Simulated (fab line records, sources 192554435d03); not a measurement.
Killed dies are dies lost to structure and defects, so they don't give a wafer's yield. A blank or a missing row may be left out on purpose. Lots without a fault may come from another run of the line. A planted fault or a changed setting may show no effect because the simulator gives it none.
Problem report in the 8D (eight disciplines) form, filled by code | flow n5_finfet | the parts of the form that need people (team, actions taken, sign-off) are left out

1. THE PROBLEM
spin_speed_rpm at N5_BEOL_M0_SAQP_COAT_69 reads a mean of 1298.8 rpm on 6 wafers of 2 lots; wafers without a fault read 1499.9 rpm with a standard deviation of 1.1. That is -99 or more standard deviations from the usual mean.
The step: time 60 s, resist thk 90 nm.
First seen on wafer L391.3, day 9 15:35, on litho_track-02. The record holds 12 wafers of 4 lots with a number at this step. Rule for "out", or "out of limits": more than 4 standard deviations from the usual mean. The other wafers with a number count as sound.

2. WHAT IT IS AND WHAT IT IS NOT
question                    | is                     | is not
which readings at this step | spin_speed_rpm         | heater_power_total_W, plate_temp_C
which lots                  | L391, L393             | L386, L394
which wafers of those lots  | all that have a number | -
read on which tools         | litho_track-02         | litho_track-05
when                        | from day 9 15:35       | up to then (3 sound wafers); but 3 sound wafers of L394 came after

3. SUSPECTS, AND WHAT RULES EACH OUT
Counting: a tool at a process step up to the reading stays a suspect if it ran every lot that is out and no sound lot after the first of them.
- litho_track-02 at N5_BEOL_M0_SAQP_COAT_69 (time 60 s, resist thk 90 nm): kept. It ran every lot that is out, first L391 (day 9 15:35), and no sound lot after that; its last sound lot up to then is L386 (day 8 12:31). Its own readings are out on those wafers: spin_speed_rpm.
Left after counting: litho_track-02 at N5_BEOL_M0_SAQP_COAT_69.

4. THE CAUSE (what the simulator had put in)
Process parameter drift: litho_track-02, from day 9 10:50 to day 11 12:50, at N5_BEOL_M0_SAQP_COAT_69. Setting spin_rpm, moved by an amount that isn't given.
Counting left only this tool.

5. THE CHAIN OF EFFECTS, in route order
Each row: a reading whose mean over the struck wafers that have a number lies more than 3 standard deviations from the usual. Only readings for which the record gives a usual standard deviation are gone through. hours: the time from each lot's start at the first step in this table that gives one to its start at this step, as a median over the lots. sigmas: the change in usual standard deviations.
hours | step                    | reading        | usual      | on struck wafers | change | sigmas
0     | N5_BEOL_M0_SAQP_COAT_69 | spin_speed_rpm | 1499.9 rpm | 1298.8           | -201.1 | -99 or more
The process steps in it:
- N5_BEOL_M0_SAQP_COAT_69: time 60 s, resist thk 90 nm.
Later measuring or inspecting steps at which every struck wafer that the step has a row for has a number for every such reading, and none has moved that far: N5_BEOL_M4_RC_MEAS_101.

6. WHAT WOULD HAVE CAUGHT IT SOONER
In this record the first reading out of limits was taken at day 9 15:35, 5 hours after the fault began at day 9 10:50.
